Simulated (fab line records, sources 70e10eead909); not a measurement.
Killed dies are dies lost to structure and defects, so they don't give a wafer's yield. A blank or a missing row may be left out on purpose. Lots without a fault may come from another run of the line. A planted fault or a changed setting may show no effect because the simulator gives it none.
Problem report in the 8D (eight disciplines) form, filled by code | flow nand_harc | the parts of the form that need people (team, actions taken, sign-off) are left out

1. THE PROBLEM
oes_product_au at NHARC_A_STAIRCASE_TRIM_26 reads a mean of 1.173 a.u. on 6 wafers of 2 lots; wafers without a fault read 1.002 a.u. with a standard deviation of 0.01. That is +17 standard deviations from the usual mean.
The step: chemistry O2, time 211.2 s.
First seen on wafer L542.4, day 15 02:50, on rie_diel-02. The record holds 33 wafers of 11 lots with a number at this step. Rule for "out", or "out of limits": more than 4 standard deviations from the usual mean. The other wafers with a number count as sound.

2. WHAT IT IS AND WHAT IT IS NOT
question                    | is                     | is not
which readings at this step | oes_product_au         | drypump_motor_current_A, mfc_ar_sccm, rf_vpp_V, showerhead_plenum_p_Torr, throttle_valve_pct
which lots                  | L542, L545             | L526, L528, L529, L534, L535, L538, L547, L548, L549
which wafers of those lots  | all that have a number | -
read on which tools         | rie_diel-02            | rie_diel-06, rie_diel-13
when                        | from day 15 02:50      | up to then (18 sound wafers); but 9 sound wafers of L547, L548, L549 came after

3. SUSPECTS, AND WHAT RULES EACH OUT
Counting: a tool at a process step up to the reading stays a suspect if it ran every lot that is out and no sound lot after the first of them.
- rie_diel-02 at NHARC_A_STAIRCASE_TRIM_22 (chemistry O2, time 211.2 s): kept. It ran every lot that is out, first L542 (day 15 02:50), and no sound lot after that; its last sound lot up to then is L535 (day 12 20:23). NHARC_A_STAIRCASE_TRIM_22 gives no start for some lots, so the hours and the order of its lots are those of NHARC_A_STAIRCASE_TRIM_26.
- rie_diel-02 at NHARC_A_STAIRCASE_TRIM_24 (chemistry O2, time 211.2 s): kept. It ran every lot that is out, first L542 (day 15 02:50), and no sound lot after that; its last sound lot up to then is L535 (day 12 20:23). NHARC_A_STAIRCASE_TRIM_24 gives no start for some lots, so the hours and the order of its lots are those of NHARC_A_STAIRCASE_TRIM_26.
- rie_diel-02 at NHARC_A_STAIRCASE_TRIM_26 (chemistry O2, time 211.2 s): kept. It ran every lot that is out, first L542 (day 15 02:50), and no sound lot after that; its last sound lot up to then is L535 (day 12 20:23). Its own readings are out on those wafers: oes_product_au.
Left after counting: rie_diel-02 at NHARC_A_STAIRCASE_TRIM_22, rie_diel-02 at NHARC_A_STAIRCASE_TRIM_24, rie_diel-02 at NHARC_A_STAIRCASE_TRIM_26.

4. THE CAUSE (what the simulator had put in)
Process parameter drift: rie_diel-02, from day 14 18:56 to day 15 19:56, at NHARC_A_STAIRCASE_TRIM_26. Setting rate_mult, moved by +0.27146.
Counting left 3 suspects, and this tool is among them.

5. THE CHAIN OF EFFECTS, in route order
Each row: a reading whose mean over the struck wafers that have a number lies more than 3 standard deviations from the usual. Only readings for which the record gives a usual standard deviation are gone through. hours: the time from each lot's start at the first step in this table that gives one to its start at this step, as a median over the lots. sigmas: the change in usual standard deviations.
hours | step                      | reading        | usual      | on struck wafers | change | sigmas
0     | NHARC_A_STAIRCASE_TRIM_26 | oes_product_au | 1.002 a.u. | 1.173            | +0.171 | +17
The process steps in it:
- NHARC_A_STAIRCASE_TRIM_26: chemistry O2, time 211.2 s.
Later measuring or inspecting steps at which every struck wafer that the step has a row for has a number for every such reading, and none has moved that far: NHARC_END_SORT_01.

6. WHAT WOULD HAVE CAUGHT IT SOONER
In this record the first reading out of limits was taken at day 15 02:50, 8 hours after the fault began at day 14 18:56.
